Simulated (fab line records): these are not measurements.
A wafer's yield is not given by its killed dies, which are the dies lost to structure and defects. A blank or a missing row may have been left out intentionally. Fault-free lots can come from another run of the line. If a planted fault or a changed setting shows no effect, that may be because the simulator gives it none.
fab line records -- flow n5-finfet
record lots=7, wafers=39
route steps=1938 shown FIN_SAQP@96 DUMMY_GATE@243 SD_EPI_N@281 HKMG_FIN@438 GATE_CUT@493
start-h: hours from the record's opening day to when the first of the lot's shown wafers began -- wait-h: how many hours have passed since the lot's step before this one -- " as in the row above -- L1.1+2: several wafers, shown together as one row -- - value missing, or start not given -- * or withheld: withheld -- < > ~ a bound
route shown NAME@n: a module of which the file shows steps, and the number in the route of the first -- usual: mean and standard deviation over wafers with no fault -- same: alike in all rows -- chamber/n: place in a boat -- sites: the reading at each site -- _std_site: standard deviation across them -- _edge_site: the outer-site mean with the inner-site mean subtracted -- radius-mm: how far each site lies from the wafer's centre -- mask NAME#n: copy n -- behind: tool/chamber where the wafer was last shaped -- hold: what put the lot on hold/how long, in hours/how the hold closed -- device: transistor that didn't switch, given as n, p or np -- end of line: at the end of the route, the tests of the same wafers -- where a step has no rows: the recipe by itself -- killed: at the first sort, the dies lost to defects and structure; wafer yield is something else -- map: per-die view of a wafer (x killed, . not killed, _ where there is no die)
set.NAME: the setting as run; set.NAME@STEP: as run at that earlier step -- model.NAME: the simulator's own value behind a step, which no gauge read
lots where settings were altered on purpose, with a table for each step and a row for each wafer
## steps
# step N5_FIN_SAQP_HM_DEP_03
# recipe material=SiNx, target-thk-a=380, temp-c=400, precursor=SiH4/NH3/N2, pressure-torr=1.5, rf-w=300, time-s=33.6
lot.wafer,tool,chamber,start-h,wait-h,set.target-thk-a,model.SiNx_of_FIN_SAQP_HM_DEP_03.thk-nm
L074.2,pecvd-04,2,20.70,0.2,380,37.63
L074.4,pecvd-04,2,20.70,0.2,380,38.43
L074.6,pecvd-04,0,20.70,0.2,380,38.3
L079.1+2,pecvd-04,"1,0",51.28,0.2,380,37.88
L079.3,pecvd-04,2,51.28,0.2,358.3,36.06
L079.4,pecvd-04,0,51.28,0.2,358.3,36.32
L079.5,pecvd-04,1,51.28,0.2,358.3,36.57
L079.6,pecvd-04,2,51.28,0.2,380,39.4
L083.1,pecvd-04,2,75.04,0.2,335.3,33.94
L083.2,pecvd-04,0,75.04,0.2,380,37.83
L083.3,pecvd-04,1,75.04,0.2,380,37.99
L083.4,pecvd-04,0,75.04,0.2,335.3,34.26
L083.5,pecvd-04,2,75.04,0.2,380,39.39
L083.6,pecvd-04,1,75.04,0.2,335.3,33.72
L085.1,pecvd-04,2,87.24,0.2,402.1,40.31
L085.2,pecvd-04,1,87.24,0.2,380,37.73
L085.3,pecvd-04,0,87.24,0.2,380,37.92
L085.4,pecvd-04,0,87.24,0.2,402.1,40.91
L085.5,pecvd-04,2,87.24,0.2,380,38.24
L085.6,pecvd-04,1,87.24,0.2,402.1,40.61
L087.1,pecvd-01,2,101.86,0.2,380,38.24
L087.2,pecvd-01,0,101.86,0.2,380,37.38
L087.3,pecvd-01,1,101.86,0.2,380,37.05
L087.4,pecvd-01,0,101.86,0.2,380,38.14
L087.5,pecvd-01,1,101.86,0.2,380,38.32
L087.6,pecvd-01,2,101.86,0.2,380,38.43
L088.1,pecvd-02,2,106.03,0.2,380,37.53
L088.2,pecvd-02,1,106.03,0.2,404.6,39.76
L088.3,pecvd-02,0,106.03,0.2,380,37.64
L088.4,pecvd-02,2,106.03,0.2,404.6,40.64
L088.5,pecvd-02,1,106.03,0.2,404.6,40.67
L088.6,pecvd-02,0,106.03,0.2,380,37.9
L094.1,pecvd-04,0,141.51,0.2,395.1,39.11
L094.2,pecvd-04,2,141.51,0.2,395.1,39.42
L094.3,pecvd-04,1,141.51,0.2,380,37.43
L094.4,pecvd-04,0,141.51,0.2,380,38.35
L094.5,pecvd-04,2,141.51,0.2,380,38.85
L094.6,pecvd-04,1,141.51,0.2,395.1,39.82
# step N5_FIN_SAQP_THK_MEAS_05
# usual thk-nm=38.1/0.47
lot.wafer,tool,chamber,start-h,wait-h,set.target-thk-a@FIN_SAQP_HM_DEP_03,thk-nm
L074.2,film-metro-02,-,20.79,0.1,380,37.6
L074.4,film-metro-02,-,20.79,0.1,380,38.5
L074.6,film-metro-02,-,20.79,0.1,380,38.3
L079.1,film-metro-01,-,51.37,0.1,380,37.9
L079.2,film-metro-01,-,51.37,0.1,380,37.9
L079.3,film-metro-01,-,51.37,0.1,358.3,36.1
L079.4,film-metro-01,-,51.37,0.1,358.3,36.4
L079.5,film-metro-01,-,51.37,0.1,358.3,36.6
L079.6,film-metro-01,-,51.37,0.1,380,39.4
L083.1,film-metro-02,-,75.14,0.1,335.3,34.0
L083.2,film-metro-02,-,75.14,0.1,380,37.7
L083.3,film-metro-02,-,75.14,0.1,380,38.0
L083.4,film-metro-02,-,75.14,0.1,335.3,34.3
L083.5,film-metro-02,-,75.14,0.1,380,39.4
L083.6,film-metro-02,-,75.14,0.1,335.3,33.7
L085.1,film-metro-02,-,87.33,0.1,402.1,40.3
L085.2,film-metro-02,-,87.33,0.1,380,37.8
L085.3,film-metro-02,-,87.33,0.1,380,37.9
L085.4,film-metro-02,-,87.33,0.1,402.1,40.9
L085.5,film-metro-02,-,87.33,0.1,380,38.2
L085.6,film-metro-02,-,87.33,0.1,402.1,40.6
L087.1,film-metro-02,-,101.95,0.1,380,38.2
L087.2,film-metro-02,-,101.95,0.1,380,37.3
L087.3,film-metro-02,-,101.95,0.1,380,37.1
L087.4,film-metro-02,-,101.95,0.1,380,38.1
L087.5,film-metro-02,-,101.95,0.1,380,38.3
L087.6,film-metro-02,-,101.95,0.1,380,38.4
L088.1,film-metro-02,-,106.11,0.1,380,37.5
L088.2,film-metro-02,-,106.11,0.1,404.6,39.8
L088.3,film-metro-02,-,106.11,0.1,380,37.7
L088.4,film-metro-02,-,106.11,0.1,404.6,40.6
L088.5,film-metro-02,-,106.11,0.1,404.6,40.7
L088.6,film-metro-02,-,106.11,0.1,380,37.9
L094.1,film-metro-01,-,141.60,0.1,395.1,39.1
L094.2,film-metro-01,-,141.60,0.1,395.1,39.5
L094.3,film-metro-01,-,141.60,0.1,380,37.5
L094.4,film-metro-01,-,141.60,0.1,380,38.4
L094.5,film-metro-01,-,141.60,0.1,380,38.9
L094.6,film-metro-01,-,141.60,0.1,395.1,39.8
# step N5_DUMMY_GATE_ETCH_31
# recipe chemistry=C4F6/O2, target=SiO2, mask-material=SOC, target-depth-a=825, time-s=27.5, ion-energy-ev=250, pressure-mtorr=30, source-w=345, bias-w=185, Ar_flow_sccm=300, C4F6_flow_sccm=10, O2_flow_sccm=10
lot.wafer,tool,chamber,start-h,wait-h,set.target-depth-a,model.etch.depth-nm
L074.2,rie-diel-06,2,44.94,0.1,825,81.73
L074.4,rie-diel-06,1,44.94,0.1,825,82.12
L074.6,rie-diel-06,0,44.94,0.1,825,81.68
L079.1,rie-diel-06,2,78.08,0.0,825,82.39
L079.2,rie-diel-06,3,78.08,0.0,825,83.09
L079.3,rie-diel-06,1,78.08,0.0,825,81.9
L079.4,rie-diel-06,0,78.08,0.0,825,82.19
L079.5,rie-diel-06,3,78.08,0.0,825,83.02
L079.6,rie-diel-06,2,78.08,0.0,825,83.58
L083.1,rie-diel-06,3,102.03,0.0,825,82.34
L083.2,rie-diel-06,2,102.03,0.0,825,82.02
L083.3,rie-diel-06,0,102.03,0.0,825,80.88
L083.4,rie-diel-06,0,102.03,0.0,825,81.27
L083.5,rie-diel-06,3,102.03,0.0,825,82.18
L083.6,rie-diel-06,2,102.03,0.0,825,82.48
L085.1,rie-diel-03,1,114.43,0.0,825,82.06
L085.2,rie-diel-03,3,114.43,0.0,825,80.15
L085.3,rie-diel-03,2,114.43,0.0,876.8,85.45
L085.4,rie-diel-03,1,114.43,0.0,876.8,86.01
L085.5,rie-diel-03,2,114.43,0.0,825,80.5
L085.6,rie-diel-03,3,114.43,0.0,876.8,85.44
L087.1,rie-diel-02,3,128.76,0.3,765.8,75.07
L087.2,rie-diel-02,0,128.76,0.3,765.8,78.03
L087.3,rie-diel-02,2,128.76,0.3,825,81.28
L087.4,rie-diel-02,2,128.76,0.3,825,82.36
L087.5,rie-diel-02,3,128.76,0.3,765.8,75.53
L087.6,rie-diel-02,0,128.76,0.3,825,84.02
L088.1,rie-diel-06,3,133.66,0.0,879.5,87.78
L088.2,rie-diel-06,0,133.66,0.0,825,80.35
L088.3,rie-diel-06,1,133.66,0.0,879.5,89.26
L088.4,rie-diel-06,2,133.66,0.0,825,82.13
L088.5,rie-diel-06,2,133.66,0.0,879.5,86.92
L088.6,rie-diel-06,3,133.66,0.0,825,81.72
L094.1,rie-diel-02,3,166.54,0.0,825,85.15
L094.2,rie-diel-02,2,166.54,0.0,825,80.35
L094.3,rie-diel-02,1,166.54,0.0,825,82.06
L094.4,rie-diel-02,0,166.54,0.0,825,83.14
L094.5,rie-diel-02,2,166.54,0.0,825,80.95
L094.6,rie-diel-02,3,166.54,0.0,825,85.07
# step N5_SD_EPI_N_SD_RECESS_17
# recipe chemistry=HBr/Cl2/O2, target-depth-a=410, mask-material=SOC, time-s=23.7, bt-time-s=3, pressure-mtorr=10, icp-w=800, bias-w=112, HBr_flow_sccm=150, Cl2_flow_sccm=80, O2_flow_sccm=12
lot.wafer,tool,chamber,start-h,wait-h,set.time-s,model.SD_EPI_N.feature-depth-nm,model.Si_of_WELL_APT_EPI_41.thk-nm,model.etch.depth-nm
L074.2,rie-si-04,2,47.46,0.0,23.7,41.4,7.2,41.34
L074.4,rie-si-04,0,47.46,0.0,23.7,41.6,6.8,41.62
L074.6,rie-si-04,2,47.46,0.0,23.7,41.2,8,41.1
L079.1,rie-si-03,0,81.80,0.0,23.7,41.2,8.8,41.16
L079.2,rie-si-03,3,81.80,0.0,23.7,40.6,9.4,40.53
L079.3,rie-si-03,1,81.80,0.0,23.7,41.2,8.6,41.23
L079.4,rie-si-03,2,81.80,0.0,21.89,38.4,12,38.3
L079.5,rie-si-03,1,81.80,0.0,21.89,38.4,11.8,38.45
L079.6,rie-si-03,0,81.80,0.0,21.89,38,12,37.92
L083.1,rie-si-02,3,104.71,0.0,21.77,37.8,12,37.77
L083.2,rie-si-02,1,104.71,0.0,23.7,41,8.4,41.08
L083.3,rie-si-02,2,104.71,0.0,21.77,38,11.8,37.97
L083.4,rie-si-02,0,104.71,0.0,23.7,41.4,8.2,41.41
L083.5,rie-si-02,1,104.71,0.0,21.77,38,12,37.98
L083.6,rie-si-02,2,104.71,0.0,23.7,41,8.4,40.97
L085.1,rie-si-03,3,118.16,0.0,23.7,40.8,9,40.75
L085.2,rie-si-03,2,118.16,0.0,25.96,45,4.4,45.1
L085.3,rie-si-03,0,118.16,0.0,23.7,40.8,8.6,40.84
L085.4,rie-si-03,1,118.16,0.0,25.96,45.2,4.4,45.1
L085.5,rie-si-03,3,118.16,0.0,23.7,40.6,9.4,40.65
L085.6,rie-si-03,2,118.16,0.0,25.96,45.2,4.8,45.19
L087.1,rie-si-04,0,131.64,0.0,25.09,44,4.6,44.1
L087.2,rie-si-04,3,131.64,0.0,25.09,43.4,6.2,43.49
L087.3,rie-si-04,1,131.64,0.0,23.7,42.2,8,42.15
L087.4,rie-si-04,1,131.64,0.0,25.09,44.8,4.4,44.84
L087.5,rie-si-04,3,131.64,0.0,23.7,41.2,8,41.16
L087.6,rie-si-04,0,131.64,0.0,23.7,41.2,8,41.26
L088.1,rie-si-03,0,136.73,0.0,23.7,41.4,9.2,41.36
L088.2,rie-si-03,2,136.73,0.0,23.7,41.6,8.2,41.52
L088.3,rie-si-03,3,136.73,0.0,23.7,40.2,10.4,40.15
L088.4,rie-si-03,1,136.73,0.0,23.7,41.4,9,41.42
L088.5,rie-si-03,2,136.73,0.0,23.7,41,9.2,41.07
L088.6,rie-si-03,3,136.73,0.0,23.7,40.8,9,40.84
L094.1,rie-si-04,2,168.98,0.0,24.83,42.8,7.4,42.72
L094.2,rie-si-04,1,168.98,0.0,24.83,44.8,5,44.73
L094.3,rie-si-04,3,168.98,0.0,24.83,43.6,6.4,43.61
L094.4,rie-si-04,0,168.98,0.0,23.7,41.4,9.4,41.42
L094.5,rie-si-04,1,168.98,0.0,23.7,42.4,7.6,42.33
L094.6,rie-si-04,0,168.98,0.0,23.7,41.6,8.6,41.65
# step N5_HKMG_FIN_ETCH_35
# recipe chemistry=N2/H2, target=SOC, target-depth-a=2158, ion-energy-ev=65, bias-w=5, source-w=3000, time-s=243.4, pressure-mtorr=30, n2-flow-sccm=200, h2-flow-sccm=200
lot.wafer,tool,chamber,start-h,wait-h,set.time-s,model.SOC_of_HKMG_FIN_COAT_29.thk-nm,model.HKMG_FIN.feature-depth-nm,model.etch.depth-nm
L074.2,rie-diel-04,0,73.09,0.0,243.4,85.6,214.2,214.2
L074.4,rie-diel-04,2,73.09,0.0,243.4,85.2,213.4,213.5
L074.6,rie-diel-04,3,73.09,0.0,243.4,85.8,213.4,213.3
L079.1,rie-diel-04,0,109.08,0.0,289.7,45.6,255,254.9
L079.2,rie-diel-04,2,109.08,0.0,243.4,87,213.2,213.1
L079.3,rie-diel-04,1,109.08,0.0,289.7,38,262.6,262.5
L079.4,rie-diel-04,3,109.08,0.0,289.7,46.2,255.2,255.2
L079.5,rie-diel-04,0,109.08,0.0,243.4,87.6,213,212.9
L079.6,rie-diel-04,3,109.08,0.0,243.4,85.4,215.2,215.2
L083.1,rie-diel-04,3,129.63,0.0,243.4,84.4,214,214
L083.2,rie-diel-04,1,129.63,0.0,243.4,82,216.2,216.3
L083.3,rie-diel-04,2,129.63,0.0,243.4,83.8,214.2,214.2
L083.4,rie-diel-04,0,129.63,0.0,243.4,84,214,214.1
L083.5,rie-diel-04,2,129.63,0.0,243.4,83.6,214.8,214.8
L083.6,rie-diel-04,1,129.63,0.0,243.4,81.6,216.8,216.9
L085.1,rie-diel-01,3,142.95,0.0,243.4,86,214.4,214.4
L085.2,rie-diel-01,2,142.95,0.0,225.9,104.2,195.8,195.8
L085.3,rie-diel-01,0,142.95,0.0,243.4,85.8,213.8,213.9
L085.4,rie-diel-01,1,142.95,0.0,243.4,85,214.8,214.8
L085.5,rie-diel-01,3,142.95,0.0,225.9,101.6,197.8,197.8
L085.6,rie-diel-01,2,142.95,0.0,225.9,105.4,194.4,194.3
L087.1,rie-diel-01,1,156.63,0.0,285,44.8,254.2,254.2
L087.2,rie-diel-01,0,156.63,0.0,285,47.4,250.8,250.8
L087.3,rie-diel-01,2,156.63,0.0,285,50.2,248.4,248.4
L087.4,rie-diel-01,3,156.63,0.0,243.4,84.2,214.4,214.3
L087.5,rie-diel-01,1,156.63,0.0,243.4,83.8,214.2,214.2
L087.6,rie-diel-01,0,156.63,0.0,243.4,84.6,213.8,213.9
L088.1,rie-diel-05,3,161.89,0.0,243.4,83.8,215.2,215.2
L088.2,rie-diel-05,2,161.89,0.0,243.4,85.8,214,214
L088.3,rie-diel-05,0,161.89,0.0,216.3,113.6,185.8,185.7
L088.4,rie-diel-05,1,161.89,0.0,243.4,89.4,209.8,209.8
L088.5,rie-diel-05,1,161.89,0.0,216.3,110.8,188.2,188.2
L088.6,rie-diel-05,0,161.89,0.0,216.3,110.6,188.4,188.5
L094.1,rie-diel-05,2,196.67,0.0,283.6,54,246.6,246.7
L094.2,rie-diel-05,3,196.67,0.0,243.4,86.8,214,214
L094.3,rie-diel-05,0,196.67,0.0,283.6,56.2,245.2,245.1
L094.4,rie-diel-05,1,196.67,0.0,243.4,86.8,214.2,214.1
L094.5,rie-diel-05,0,196.67,0.0,283.6,55.4,245,245
L094.6,rie-diel-05,1,196.67,0.0,243.4,86,214.8,214.8
# step N5_GATE_CUT_ETCH_37
# recipe chemistry=N2/H2, target=SOC, target-depth-a=600, overetch-a=120, mask-material=SiARC, temp-c=40, time-s=90, ion-energy-ev=200, pressure-mtorr=30, source-w=840, bias-w=150, n2-flow-sccm=200, h2-flow-sccm=200
# usual rf-vpp-V=524.8/2.6
lot.wafer,tool,chamber,start-h,wait-h,set.bias-w,rf-vpp-V,model.SiARC_of_GATE_CUT_COAT_35.thk-nm
L074.2,rie-diel-06,2,81.18,0.0,150,525.0,6
L074.4,rie-diel-06,1,81.18,0.0,150,523.9,6
L074.6,rie-diel-06,2,81.18,0.0,150,525.2,6
L079.1,rie-diel-06,0,117.78,0.0,150,523.7,6.2
L079.2,rie-diel-06,1,117.78,0.0,150,525.7,6
L079.3,rie-diel-06,3,117.78,0.0,150,529.7,6.2
L079.4,rie-diel-06,1,117.78,0.0,150,524.9,6
L079.5,rie-diel-06,0,117.78,0.0,150,522.3,6.2
L079.6,rie-diel-06,3,117.78,0.0,150,528.6,6.2
L083.1,rie-diel-02,1,138.70,0.0,150,527.9,6
L083.2,rie-diel-02,0,138.70,0.0,150,527.7,6
L083.3,rie-diel-02,1,138.70,0.0,150,528.2,6
L083.4,rie-diel-02,0,138.70,0.0,171.2,573.4,5.2
L083.5,rie-diel-02,0,138.70,0.0,171.2,575.6,5.2
L083.6,rie-diel-02,1,138.70,0.0,171.2,572.1,5.2
L085.1,rie-diel-06,1,151.01,0.0,139.5,501.9,6.4
L085.2,rie-diel-06,0,151.01,0.0,139.5,499.4,6.6
L085.3,rie-diel-06,2,151.01,0.0,150,525.5,6
L085.4,rie-diel-06,3,151.01,0.0,139.5,504.0,6.6
L085.5,rie-diel-06,3,151.01,0.0,150,528.4,6.2
L085.6,rie-diel-06,0,151.01,0.0,150,521.8,6.2
L087.1,rie-diel-06,1,164.83,0.0,150,527.2,6
L087.2,rie-diel-06,0,164.83,0.0,160.5,545.4,5.8
L087.3,rie-diel-06,2,164.83,0.0,150,524.7,6
L087.4,rie-diel-06,3,164.83,0.0,160.5,550.8,5.8
L087.5,rie-diel-06,3,164.83,0.0,150,527.4,6.2
L087.6,rie-diel-06,0,164.83,0.0,160.5,545.3,5.8
L088.1,rie-diel-03,3,170.40,0.0,150,522.4,6
L088.2,rie-diel-03,2,170.40,0.0,173.5,571.0,5.2
L088.3,rie-diel-03,0,170.40,0.0,173.5,573.0,5.2
L088.4,rie-diel-03,1,170.40,0.0,150,526.2,6
L088.5,rie-diel-03,2,170.40,0.0,173.5,572.5,5.4
L088.6,rie-diel-03,1,170.40,0.0,150,526.1,6
L094.1,rie-diel-03,2,205.10,0.0,150,521.9,6
L094.2,rie-diel-03,1,205.10,0.0,150,525.9,6
L094.3,rie-diel-03,3,205.10,0.0,127.1,470.6,6.6
L094.4,rie-diel-03,0,205.10,0.0,127.1,471.3,6.8
L094.5,rie-diel-03,1,205.10,0.0,127.1,473.5,7
L094.6,rie-diel-03,2,205.10,0.0,150,522.3,6
## key
split step=N5_FIN_SAQP_HM_DEP_03, setting=target-thk-a, stated=380, by=wafer
response step=N5_FIN_SAQP_HM_DEP_03, reading=model.SiNx_of_FIN_SAQP_HM_DEP_03.thk-nm, change=+0.387, per=1%, r=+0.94
response step=N5_FIN_SAQP_THK_MEAS_05, reading=thk-nm, change=*, per=1%, r=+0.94
split step=N5_DUMMY_GATE_ETCH_31, setting=target-depth-a, stated=825, by=wafer
response step=N5_DUMMY_GATE_ETCH_31, reading=model.etch.depth-nm, change=+0.883, per=1%, r=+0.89
split step=N5_SD_EPI_N_SD_RECESS_17, setting=time-s, stated=23.7, by=wafer
response step=N5_SD_EPI_N_SD_RECESS_17, reading=model.SD_EPI_N.feature-depth-nm, change=+0.414, per=1%, r=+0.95
response step=N5_SD_EPI_N_SD_RECESS_17, reading=model.Si_of_WELL_APT_EPI_41.thk-nm, change=-0.45, per=1%, r=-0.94
response step=N5_SD_EPI_N_SD_RECESS_17, reading=model.etch.depth-nm, change=+0.416, per=1%, r=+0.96
split step=N5_HKMG_FIN_ETCH_35, setting=time-s, stated=243.4, by=wafer
response step=N5_HKMG_FIN_ETCH_35, reading=model.SOC_of_HKMG_FIN_COAT_29.thk-nm, change=-2.16, per=1%, r=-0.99
response step=N5_HKMG_FIN_ETCH_35, reading=model.HKMG_FIN.feature-depth-nm, change=+2.18, per=1%, r=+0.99
response step=N5_HKMG_FIN_ETCH_35, reading=model.etch.depth-nm, change=+2.18, per=1%, r=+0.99
split step=N5_GATE_CUT_ETCH_37, setting=bias-w, stated=150, by=wafer
response step=N5_GATE_CUT_ETCH_37, reading=rf-vpp-V, change=+3.2, per=1%, r=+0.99
response step=N5_GATE_CUT_ETCH_37, reading=model.SiARC_of_GATE_CUT_COAT_35.thk-nm, change=-0.0511, per=1%, r=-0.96
